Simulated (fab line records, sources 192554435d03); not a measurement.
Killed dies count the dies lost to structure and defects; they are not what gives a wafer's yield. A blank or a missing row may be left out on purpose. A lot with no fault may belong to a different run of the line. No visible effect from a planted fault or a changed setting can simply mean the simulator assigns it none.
Chamber matching ; flow n5Finfet ; N5_BEOL_M11_STRIP_36 on rieDiel-05: 4 sister chambers
The step strips in N2/H2. 8 wafers are shown with their chamber, then 7 later ones without.

EACH WAFER AND ITS CHAMBER
wafer;chamber;drypumpMotorCurrentA (A);showerheadPlenumPTorr (Torr)
L077.4;3;5.4;2.41
L078.2;0;4.9;2.62
L084.1;3;5.4;2.40
L084.3;0;5.0;2.61
L089.4;2;5.7;2.41
L089.6;1;6.2;2.56
L091.1;2;5.7;2.40
L091.2;1;6.2;2.56

WAFERS WITH NO CHAMBER GIVEN
wafer;drypumpMotorCurrentA (A);showerheadPlenumPTorr (Torr)
L091.4;5.0;2.61
L094.4;5.7;2.40
L094.5;5.7;2.40
L094.6;5.4;2.39
L095.1;5.3;2.39
L095.3;5.7;2.40
L095.6;5.7;2.40

EACH ONE'S CHAMBER
wafer;from the rows above;in truth
L091.4;0;0
L094.4;2;2
L094.5;2;2
L094.6;3;3
L095.1;3;3
L095.3;2;2
L095.6;2;2
Correctly placed: 7 of 7. Left unplaced by these rows: 0. Number placed wrongly: 0.
How it was worked out, from the rows above alone: a wafer's distance from a chamber is the root of the sum, over the readings, of the square of ((its reading less the chamber's mean) divided by the reading's scatter). The wafer belongs to the nearest chamber; if the next one is less than 2 further off, it can't be placed. The mean given for a chamber averages the wafers shown for that chamber. The scatter: the root of (the sum of the squares of (reading less its chamber's mean) over the shown wafers, divided by (wafers less chambers)).
